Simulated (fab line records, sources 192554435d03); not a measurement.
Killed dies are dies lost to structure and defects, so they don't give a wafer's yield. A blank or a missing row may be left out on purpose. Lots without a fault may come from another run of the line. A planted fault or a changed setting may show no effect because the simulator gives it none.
Which tool did it? | flow n5_finfet | 9 lots, 27 wafers sampled, at 5 steps of a route of 1938

WHAT THE GAUGES READ, wafer by wafer
N5_GATE_CUT_INSPECT_15: inspects for defects (brightfield). Usual: raw_defect_count 132, standard deviation 46.
lot  | measured     | on                | raw_defect_count | flag
L178 | day 4 13:06  | defect_inspect-01 | 80 154 146       |
L181 | day 5 07:40  | defect_inspect-02 | 112 163 105      |
L187 | day 6 18:18  | defect_inspect-01 | 134 148 172      |
L188 | day 7 02:22  | defect_inspect-02 | 74 98 99         |
L195 | day 8 17:52  | defect_inspect-01 | 105 122 179      |
L198 | day 9 16:37  | defect_inspect-01 | 154 96 122       |
L199 | day 9 17:33  | defect_inspect-02 | 161 153 110      |
L200 | day 10 02:02 | defect_inspect-01 | 174 132 148      |
L201 | day 10 05:04 | defect_inspect-01 | 164 156 168      |

N5_BEOL_M4_RC_MEAS_101. Usual: DIBL_N 35.8 mV/V, standard deviation 1.8; DIBL_P 35.6 mV/V, standard deviation 2; IOFF_N 0.148 nA/um, standard deviation 0.028; IOFF_P 0.20 nA/um, standard deviation 0.034; ION_N 672 uA/um, standard deviation 12; ION_P 462 uA/um, standard deviation 8.5; SS_N 71.2 mV/dec, standard deviation 0.65; SS_P 73.1 mV/dec, standard deviation 0.67; VT_N 251 mV, standard deviation 3.3; VT_P -251 mV, standard deviation 3.8.
lot  | measured     | on        | DIBL_N (mV/V)  | DIBL_P (mV/V)  | IOFF_N (nA/um)    | IOFF_P (nA/um) | ION_N (uA/um) | ION_P (uA/um) | SS_N (mV/dec)  | SS_P (mV/dec)  | VT_N (mV)   | VT_P (mV)      | flag
L178 | day 7 15:10  | prober-02 | 34.6 32.9 34.0 | 35.2 34.3 36.4 | 0.150 0.119 0.145 | 0.16 0.15 0.17 | 674 660 677   | 449 454 459   | 71.1 70.7 71.5 | 72.6 72.5 73.4 | 252 253 251 | -258 -257 -255 |
L181 | day 9 00:37  | prober-01 | 36.3 36.9 38.3 | 34.1 34.5 36.7 | 0.138 0.141 0.175 | 0.20 0.21 0.24 | 662 675 677   | 464 469 468   | 71.5 70.9 71.1 | 73.2 73.8 73.7 | 253 253 247 | -248 -248 -248 |
L187 | day 10 02:16 | prober-02 | 34.6 35.9 35.2 | 34.3 35.7 34.7 | 0.121 0.136 0.137 | 0.19 0.21 0.19 | 663 674 677   | 457 467 468   | 70.1 71.3 70.8 | 73.5 72.8 72.4 | 253 252 250 | -249 -247 -249 |
L188 | day 10 05:30 | prober-01 | 38.0 34.9 33.6 | 37.4 34.3 32.3 | 0.178 0.117 0.105 | 0.21 0.17 0.14 | 676 656 661   | 456 454 450   | 71.5 71.0 69.8 | 73.8 73.0 72.1 | 252 255 255 | -254 -252 -256 |
L195 | day 12 00:12 | prober-02 | 38.4 32.6 36.1 | 39.2 32.9 37.3 | 0.153 0.076 0.117 | 0.18 0.12 0.16 | 669 626 662   | 448 430 449   | 71.5 70.0 70.3 | 74.0 71.7 73.5 | 255 266 259 | -254 -260 -257 |
L198 | day 12 19:14 | prober-02 | 36.4 39.3 37.4 | 33.2 36.0 35.8 | 0.145 0.208 0.170 | 0.16 0.19 0.20 | 671 659 685   | 454 443 459   | 71.8 72.7 71.3 | 73.0 73.9 73.8 | 253 249 249 | -257 -253 -250 |
L199 | day 13 02:19 | prober-01 | 38.6 37.8 38.0 | 41.2 39.5 39.9 | 0.200 0.181 0.183 | 0.27 0.24 0.25 | 678 684 682   | 464 462 472   | 72.5 71.2 72.0 | 74.2 73.9 74.1 | 245 247 250 | -247 -249 -247 |
L200 | day 13 18:52 | prober-02 | 35.8 38.4 35.3 | 35.0 37.4 33.1 | 0.147 0.197 0.138 | 0.19 0.24 0.18 | 677 691 682   | 463 478 464   | 71.3 71.6 71.0 | 72.4 72.5 71.9 | 250 246 254 | -248 -247 -250 |
L201 | day 13 22:43 | prober-02 | 34.5 35.1 35.3 | 34.1 35.6 35.2 | 0.145 0.163 0.164 | 0.19 0.21 0.21 | 673 687 692   | 471 470 469   | 70.7 70.5 70.9 | 72.4 72.9 72.9 | 249 246 247 | -249 -247 -247 |

WHICH TOOL RAN EACH LOT (tool, then ch and the chambers of the sampled wafers, then the start)
lot  | N5_GATE_CUT_ETCH_37               | N5_GATE_CUT_CUT_ETCH_53           | N5_GATE_CUT_VAPOR_ETCH_48
L178 | rie_diel-04 ch 0,2,3, day 4 13:13 | rie_metal-01 ch 0,1, day 4 13:31  | rie_metal-01 ch 0,1, day 4 13:42
L181 | rie_diel-04 ch 1,3, day 5 07:47   | rie_metal-01 ch 0, day 5 08:07    | rie_metal-01 ch 0, day 5 08:28
L187 | rie_diel-01 ch 0,1,2, day 6 18:25 | rie_metal-01 ch 0,1, day 6 18:44  | rie_metal-01 ch 0,1, day 6 18:55
L188 | rie_diel-01 ch 0,1,2, day 7 02:29 | rie_metal-02 ch 0,1, day 7 02:48  | rie_metal-02 ch 0,1, day 7 02:59
L195 | rie_diel-01 ch 1,2,3, day 8 17:59 | rie_metal-01 ch 0,1, day 8 18:18  | rie_metal-01 ch 0,1, day 8 18:29
L198 | rie_diel-01 ch 0,1,3, day 9 16:43 | rie_metal-01 ch 0,1, day 9 17:03  | rie_metal-01 ch 0,1, day 9 17:13
L199 | rie_diel-02 ch 0,1,3, day 9 17:46 | rie_metal-03 ch 0,1, day 9 18:05  | rie_metal-03 ch 0,1, day 9 18:16
L200 | rie_diel-02 ch 2,3, day 10 02:08  | rie_metal-03 ch 0,1, day 10 02:28 | rie_metal-03 ch 0,1, day 10 02:38
L201 | rie_diel-04 ch 1,2, day 10 05:10  | rie_metal-03 ch 0,1, day 10 05:29 | rie_metal-03 ch 0,1, day 10 05:40
- N5_GATE_CUT_ETCH_37: etches SOC in N2/H2, target depth 60 nm, overetch 12 nm, time 90 s.
- N5_GATE_CUT_CUT_ETCH_53: etches W in SF6/Cl2, target depth 79.2 nm.
- N5_GATE_CUT_VAPOR_ETCH_48: etches TiN in BCl3/Cl2.

WHAT THE TOOLS THEMSELVES READ (means of the sampled wafers that have a number; where no wafer has one, the mark that the record gives instead)
N5_GATE_CUT_ETCH_37. Usual: drypump_motor_current_A 5.5 A, standard deviation 0.44; h2_flow_sccm 200.1 sccm, standard deviation 0.56; n2_flow_sccm 200.0 sccm, standard deviation 0.63; oes_product_au 0.69 a.u., standard deviation 0.076; rf_vpp_V 524.7 V, standard deviation 2.4; showerhead_plenum_p_Torr 2.57 Torr, standard deviation 0.076; throttle_valve_pct 17.79 %, standard deviation 0.21.
lot  | tool        | drypump_motor_current_A (A) | h2_flow_sccm (sccm) | n2_flow_sccm (sccm) | oes_product_au (a.u.) | rf_vpp_V (V) | showerhead_plenum_p_Torr (Torr) | throttle_valve_pct (%) | flag
L178 | rie_diel-04 | 5.3                         | 200.2               | 200.1               | 0.62                  | 521.4        | 2.44                            | 18.03                  |
L181 | rie_diel-04 | 5.6                         | 199.9               | 199.4               | 0.64                  | 522.3        | 2.48                            | 18.00                  |
L187 | rie_diel-01 | 5.6                         | 200.1               | 200.0               | 0.68                  | 525.0        | 2.58                            | 17.82                  |
L188 | rie_diel-01 | 5.6                         | 199.9               | 200.5               | 0.67                  | 524.9        | 2.58                            | 17.83                  |
L195 | rie_diel-01 | 5.7                         | 200.3               | 199.6               | 0.71                  | 524.4        | 2.55                            | 17.65                  |
L198 | rie_diel-01 | 5.7                         | 200.1               | 200.5               | 0.74                  | 524.6        | 2.59                            | 17.53                  |
L199 | rie_diel-02 | 5.7                         | 200.1               | 199.9               | 0.76                  | 523.7        | 2.57                            | 17.69                  |
L200 | rie_diel-02 | 5.0                         | 199.6               | 200.2               | 0.72                  | 523.3        | 2.50                            | 17.90                  |
L201 | rie_diel-04 | 4.8                         | 200.1               | 200.0               | 0.81                  | 527.0        | 2.68                            | 17.63                  |

N5_GATE_CUT_CUT_ETCH_53. Usual: drypump_motor_current_A 5.6 A, standard deviation 0.37; etch_rf_on_time_s 26.1 s, standard deviation 0.37; oes_product_au 0.75 a.u., standard deviation 0.11; throttle_valve_pct 28.78 %, standard deviation 0.17.
lot  | tool         | drypump_motor_current_A (A) | etch_rf_on_time_s (s) | oes_product_au (a.u.) | throttle_valve_pct (%) | flag
L178 | rie_metal-01 | 5.4                         | 26.4                  | 0.62                  | 28.89                  |
L181 | rie_metal-01 | 5.1                         | 26.2                  | 0.83                  | 28.70                  |
L187 | rie_metal-01 | 5.3                         | 26.0                  | 0.82                  | 28.73                  |
L188 | rie_metal-02 | 5.6                         | 25.4                  | 0.82                  | 29.01                  |
L195 | rie_metal-01 | 5.3                         | 16.9                  | 1.05                  | 28.75                  | OFF
L198 | rie_metal-01 | 5.4                         | 17.0                  | 1.05                  | 28.76                  | OFF
L199 | rie_metal-03 | 5.6                         | 26.1                  | 0.76                  | 28.74                  |
L200 | rie_metal-03 | 5.7                         | 26.0                  | 0.75                  | 28.73                  |
L201 | rie_metal-03 | 5.7                         | 26.3                  | 0.77                  | 28.69                  |

N5_GATE_CUT_VAPOR_ETCH_48. Usual: drypump_motor_current_A 5.6 A, standard deviation 0.37; oes_product_au 0.83 a.u., standard deviation 0.12.
lot  | tool         | drypump_motor_current_A (A) | oes_product_au (a.u.) | flag
L178 | rie_metal-01 | 5.4                         | 0.68                  |
L181 | rie_metal-01 | 5.2                         | 0.89                  |
L187 | rie_metal-01 | 5.3                         | 0.90                  |
L188 | rie_metal-02 | 5.6                         | 0.90                  |
L195 | rie_metal-01 | 5.2                         | 0.86                  |
L198 | rie_metal-01 | 5.4                         | 0.88                  |
L199 | rie_metal-03 | 5.7                         | 0.84                  |
L200 | rie_metal-03 | 5.7                         | 0.83                  |
L201 | rie_metal-03 | 5.7                         | 0.86                  |

THE ANSWER, worked out from the rows above alone
Rule: a lot is off if the mean of its wafers that have a number lies more than 3 standard deviations from the usual mean. A lot without any number at a reading at which 4 lots or more have one is off too. The other lots that the step has rows for count as sound. The gauges are gone through in route order, then the tools' own readings, and for those a lot's mean is taken as printed above. The first step at which some lot is off is used, and at that step the reading that is off furthest; a lot without a number counts as furthest.
Off: L195, L198, at N5_GATE_CUT_CUT_ETCH_53 (etch_rf_on_time_s).
A tool fits if, at that step or a process step before it, it ran every lot that is off, and no sound lot after the first of them. Can't be told from this: 2 tools fit, rie_diel-01 at N5_GATE_CUT_ETCH_37, rie_metal-01 at N5_GATE_CUT_CUT_ETCH_53.

WHAT THE SIMULATOR HAD PUT IN
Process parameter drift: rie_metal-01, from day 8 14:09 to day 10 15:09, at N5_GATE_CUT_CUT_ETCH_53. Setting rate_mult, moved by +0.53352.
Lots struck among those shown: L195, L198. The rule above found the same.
